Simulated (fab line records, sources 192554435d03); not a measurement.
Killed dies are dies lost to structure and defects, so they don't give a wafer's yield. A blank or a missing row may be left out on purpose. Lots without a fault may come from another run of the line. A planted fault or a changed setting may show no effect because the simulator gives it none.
Chamber matching | flow n5_finfet | N5_BEOL_M0_SAQP_DESCUM_19 on rie_diel-05: 4 sister chambers
The step chemistry O2, time 7.9 s. 4 wafers are shown with their chamber, then 11 later ones without.

WAFERS WITH THEIR CHAMBER
wafer  | chamber | drypump_motor_current_A (A)
L086.5 | 2       | 6.0
L088.1 | 3       | 5.6
L088.6 | 1       | 5.2
L092.1 | 0       | 6.1

WAFERS WITHOUT THEIR CHAMBER
wafer  | drypump_motor_current_A (A)
L092.2 | 5.6
L092.3 | 5.2
L093.3 | 6.2
L093.4 | 6.1
L093.6 | 6.2
L094.1 | 6.2
L094.4 | 6.1
L094.6 | 5.2
L095.2 | 6.1
L095.3 | 6.0
L095.6 | 5.5

WHICH CHAMBER EACH WENT THROUGH
wafer  | from the rows above     | in truth
L092.2 | 3                       | 3
L092.3 | 1                       | 1
L093.3 | can't be placed: 0 or 2 | 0
L093.4 | can't be placed: 0 or 2 | 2
L093.6 | can't be placed: 0 or 2 | 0
L094.1 | can't be placed: 0 or 2 | 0
L094.4 | can't be placed: 0 or 2 | 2
L094.6 | 1                       | 1
L095.2 | can't be placed: 0 or 2 | 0
L095.3 | can't be placed: 2 or 0 | 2
L095.6 | 3                       | 3
Placed correctly: 4 of 11. Can't be placed from these rows: 7 (the true chamber is among the candidates in 7). Placed wrongly: 0.
How it was worked out, from the rows above alone: a wafer's distance from a chamber is the root of the sum, over the readings, of the square of ((its reading less the chamber's mean) divided by the reading's scatter). The wafer belongs to the nearest chamber; if the next one is less than 2 further off, it can't be placed. A chamber's mean is the mean of its shown wafers. The scatter: with one shown wafer a chamber, the root of the mean of the squares of how far each hidden wafer lies from its nearest shown one.
